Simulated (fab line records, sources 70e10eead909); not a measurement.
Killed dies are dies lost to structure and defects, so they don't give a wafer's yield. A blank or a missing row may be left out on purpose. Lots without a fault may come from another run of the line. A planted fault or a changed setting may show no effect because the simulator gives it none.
Chamber matching | flow nand_harc | NHARC_P_GATE_DESCUM_48 on rie_diel-13: 4 sister chambers
The step chemistry O2, time 3 s. 20 wafers are shown with their chamber, then 10 later ones without.

WAFERS WITH THEIR CHAMBER
wafer  | chamber | drypump_motor_current_A (A) | showerhead_plenum_p_Torr (Torr) | oes_product_au (a.u.)
L074.2 | 2       | 6.0                         | 1.85                            | 1.010
L074.3 | 0       | 5.2                         | 1.83                            | 0.994
L074.4 | 3       | 6.0                         | 1.98                            | 0.993
L076.1 | 1       | 5.4                         | 1.84                            | 0.987
L076.5 | 3       | 6.0                         | 1.98                            | 0.993
L076.6 | 0       | 5.2                         | 1.83                            | 1.006
L077.1 | 3       | 6.0                         | 1.98                            | 1.004
L077.5 | 1       | 5.5                         | 1.84                            | 0.994
L077.6 | 0       | 5.2                         | 1.83                            | 1.012
L080.1 | 2       | 6.0                         | 1.85                            | 1.008
L080.3 | 0       | 5.2                         | 1.82                            | 0.998
L080.6 | 1       | 5.5                         | 1.84                            | 0.991
L082.2 | 3       | 6.0                         | 1.97                            | 0.991
L082.3 | 2       | 6.0                         | 1.85                            | 1.008
L082.6 | 0       | 5.2                         | 1.82                            | 0.992
L084.1 | 3       | 6.0                         | 1.97                            | 0.998
L084.2 | 2       | 6.0                         | 1.85                            | 0.998
L084.5 | 0       | 5.2                         | 1.82                            | 0.995
L083.1 | 3       | 6.0                         | 1.97                            | 0.998
L083.3 | 0       | 5.2                         | 1.82                            | 1.018

SIGNATURES (means of the wafers above)
reading                  | chamber 0 | chamber 1 | chamber 2 | chamber 3 | scatter within a chamber
drypump_motor_current_A  | 5.200     | 5.467     | 6.000     | 6.000     | 0.0204
showerhead_plenum_p_Torr | 1.8243    | 1.8400    | 1.8500    | 1.9750    | 0.00448
oes_product_au           | 1.00214   | 0.99067   | 1.00600   | 0.99617   | 0.0072
Rule: a wafer's distance from a chamber is the root of the sum, over the readings, of the square of ((its reading less the chamber's mean) divided by the reading's scatter). The wafer belongs to the nearest chamber; if the next one is less than 2 further off, it can't be placed. The scatter: the root of (the sum of the squares of (reading less its chamber's mean) over the shown wafers, divided by (wafers less chambers)).

WAFERS WITHOUT THEIR CHAMBER
wafer  | drypump_motor_current_A (A) | showerhead_plenum_p_Torr (Torr) | oes_product_au (a.u.)
L083.6 | 6.0                         | 1.85                            | 1.009
L092.4 | 5.2                         | 1.82                            | 0.996
L092.5 | 5.5                         | 1.84                            | 0.980
L092.6 | 6.0                         | 1.84                            | 1.012
L093.1 | 6.0                         | 1.97                            | 1.006
L093.3 | 6.0                         | 1.84                            | 1.008
L093.4 | 5.2                         | 1.82                            | 0.994
L095.1 | 5.4                         | 1.83                            | 0.989
L095.2 | 6.0                         | 1.97                            | 1.015
L095.4 | 5.2                         | 1.82                            | 0.993

WHICH CHAMBER EACH WENT THROUGH
wafer  | from the rows above | in truth
L083.6 | 2                   | 2
L092.4 | 0                   | 0
L092.5 | 1                   | 1
L092.6 | 2                   | 2
L093.1 | 3                   | 3
L093.3 | 2                   | 2
L093.4 | 0                   | 0
L095.1 | 1                   | 1
L095.2 | 3                   | 3
L095.4 | 0                   | 0
Placed correctly: 10 of 10. Can't be placed from these rows: 0. Placed wrongly: 0.
